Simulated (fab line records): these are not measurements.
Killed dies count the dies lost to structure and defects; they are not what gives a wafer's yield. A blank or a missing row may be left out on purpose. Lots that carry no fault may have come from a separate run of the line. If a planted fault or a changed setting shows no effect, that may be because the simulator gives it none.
Code-filled problem report in 8D (eight disciplines) form    flow nand-harc    the parts of the form that need people (team, actions taken, sign-off) are left out

== 1. WHAT WENT WRONG ==
At NHARC_END_SORT_01, killed-at-array averages 133 over 9 wafers from 3 lots, while fault-free wafers read 29, standard deviation 11. Measured from the usual mean, that is +9.5 standard deviations.
First seen on wafer L236.1, day 24 04:46, on prober-02. The record has a number at this step for 15 wafers belonging to 5 lots. Rule for "out", or "out of limits": more than 4 standard deviations from the usual mean. The rest of the wafers with a number are treated as sound.

== 2. WHAT IT IS, WHAT IT ISN'T ==
question                     is                            is not
which readings at this step  killed-at-array, killed-dies  killed-at-other, killed-at-periphery, killed-open, killed-short
which lots                   L236, L237, L238              L227, L228
which wafers of those lots   all that have a number        -
read on which gauges         prober-01, prober-02          -
when                         from day 24 04:46             up to then (6 sound wafers)

== 3. THE SUSPECTS, EACH WITH WHAT RULES IT OUT ==
Counting: a tool stays on the suspect list if, at a process step up to the reading, it processed all lots that are out and no sound lot following the first of them.
- the gauge at NHARC_END_SORT_01 is ruled out. 2 gauges (prober-01, prober-02) read the wafers that are out.
- pecvd-01 at NHARC_A_CONTACT_DEP_24 (deposits SiO2, target thk 500 nm): kept. It processed each lot that is out, first L236 at day 20 19:12, and no sound lot thereafter; up to then, the last sound lot it processed was L227 at day 19 10:48.
After counting, what remains is pecvd-01 at NHARC_A_CONTACT_DEP_24.

== 4. THE CAUSE (what the simulator had put in) ==
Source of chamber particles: pecvd-01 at NHARC_A_CONTACT_DEP_24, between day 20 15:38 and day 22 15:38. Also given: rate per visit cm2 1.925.
This tool alone remained once counting was done.

== 5. THE CHAIN OF EFFECTS, in route order ==
Each row: a reading whose mean over the struck wafers that have a number lies more than 3 standard deviations from the usual. Only readings whose record carries a usual standard deviation are examined. hours: median over the lots of the time between each lot's start at the first step of this table that gives one and its start at this step. sigmas: the change, counted in usual standard deviations.
hours  step               reading          usual  on struck wafers  change  sigmas
0      NHARC_END_SORT_01  killed-at-array  29     133               +104    +9.5
0      NHARC_END_SORT_01  killed-dies      33     136               +103    +9.4

== 6. WHAT WOULD HAVE CAUGHT IT SOONER ==
Counted from the fault's start at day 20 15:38, it took 85 hours until the first out-of-limits reading at a measuring or inspecting step in this record, taken at day 24 04:46.
Tool readings at NHARC_A_CONTACT_DEP_24 with a usual standard deviation given in the record: none out on any struck wafer, hence no alarm at a limit of 4 standard deviations on them.
Lots out: 3; all had begun NHARC_A_CONTACT_DEP_24 on pecvd-01 by day 24 04:46. None of them would have been spared by holding the tool at that moment.
